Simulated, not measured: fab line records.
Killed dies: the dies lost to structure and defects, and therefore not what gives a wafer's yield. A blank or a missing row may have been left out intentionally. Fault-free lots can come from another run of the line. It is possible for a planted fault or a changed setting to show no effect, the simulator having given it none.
Code-filled problem report in 8D (eight disciplines) form ; flow nand_harc ; the parts of the form that need people (team, actions taken, sign-off) are left out

1. WHAT WENT WRONG
thk_nm at NHARC_P_M2_THK_MEAS_24 reads a mean of 111.3 nm on 3 wafers of 2 lots; wafers without a fault read 144.3 nm with a standard deviation of 1.3. Measured from the usual mean, that is -25 standard deviations.
The step: measures by xrf.
First seen on wafer L731.3, day 13 03:46, on film_metro-01. The record holds 33 wafers of 11 lots with a number at this step. By rule, "out" or "out of limits" means more than 4 standard deviations away from the usual mean. Any other wafer with a number is counted as sound.

2. WHAT IT IS AND WHAT IT IS NOT
question;is;is not
which readings at this step;thk_nm;-
which lots;L731, L733;L717, L718, L720, L721, L723, L724, L726, L727, L729
which wafers of those lots;L731.3, L733.4, L733.6;L731.1, L731.6, L733.3
read on which gauges;film_metro-01;film_metro-02
when;from day 13 03:46;"up to then (29 sound wafers); but 1 sound wafer of L733 came after"

3. THE SUSPECTS, EACH WITH WHAT RULES IT OUT
Counting: a tool at a process step up to the reading stays a suspect if it ran every lot that is out. Sound lots after the first of them don't rule it out here, since some wafers of a struck lot are sound.
- the gauge at NHARC_P_M2_THK_MEAS_24 has been ruled out. All the wafers that are out were read on film_metro-01, but those of them that NHARC_P_M2_CMP_23 has rows for are out there too, on other tools.
- rtp_anneal-01 at NHARC_P_M1_ANNEAL_31 (time 90 s): kept. It processed each lot that is out (first: L731, day 12 22:57); up to then, its last sound lot is L729 (day 12 07:11).
- ecd_cu-02 at NHARC_P_M2_ECD_22 (material Cu, target thk 400 nm): kept. It processed each lot that is out (first: L731, day 13 02:47); up to then, its last sound lot is L729 (day 12 10:52).
- Within ecd_cu-02 at NHARC_P_M2_ECD_22: the wafers that are out ran in chamber 0; their sound lot-mates ran in chamber 1.
After counting, rtp_anneal-01 at NHARC_P_M1_ANNEAL_31 and ecd_cu-02 at NHARC_P_M2_ECD_22 remain.

4. THE CAUSE (what the simulator had put in)
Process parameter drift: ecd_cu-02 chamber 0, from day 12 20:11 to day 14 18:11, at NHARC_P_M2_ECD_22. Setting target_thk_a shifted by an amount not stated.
2 suspects survive the count, and this tool is in that group.

5. THE CHAIN OF EFFECTS, in route order
Each row: a reading where the mean over the struck wafers with a number is more than 3 standard deviations away from the usual. Only readings for which the record gives a usual standard deviation are gone through. hours: the time from each lot's start at the first step in this table that gives one to its start at this step, as a median over the lots. sigmas: the change in usual standard deviations.
hours;step;reading;usual;on struck wafers;change;sigmas
0;NHARC_P_M2_CMP_23;time_to_endpoint_s;28.9 s;8.7;-20.2;-8.4
0;NHARC_P_M2_THK_MEAS_24;thk_nm;144.3 nm;111.3;-33.0;-25
429;NHARC_END_SORT_01;defect_limited_yield;93.3 %;0.1;-93.2;-62
429;NHARC_END_SORT_01;killed_at_periphery;4.2;620.7;+616.5;+99 or more
429;NHARC_END_SORT_01;killed_dies;46;676;+630;+63
429;NHARC_END_SORT_01;sort_bin_2_pct;2.4 %;94.5;+92.1;+99 or more
429;NHARC_END_SORT_01;sort_n_pass;631;1;-630;-63
429;NHARC_END_SORT_01;sort_rim_yield_pct;86 %;0;-86;-19
429;NHARC_END_SORT_01;sort_yield_pct;93.3 %;0.1;-93.2;-62
Its process steps:
- NHARC_P_M2_CMP_23: polishes, t overpolish 20 s, target thk 144.3 nm.

6. WHAT WOULD HAVE CAUGHT IT SOONER
The first out-of-limits reading at a measuring or inspecting step in this record came at day 13 03:46, 8 hours after the fault's start at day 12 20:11.
Of the tool readings at NHARC_P_M2_ECD_22 for which the record gives a usual standard deviation, none was out on any struck wafer, so an alarm limit of 4 standard deviations on them would not have fired.
L733, from the lots that are out (2), started NHARC_P_M2_ECD_22 on ecd_cu-02 later than day 13 03:46. It would have been spared by a hold on the tool at that moment.
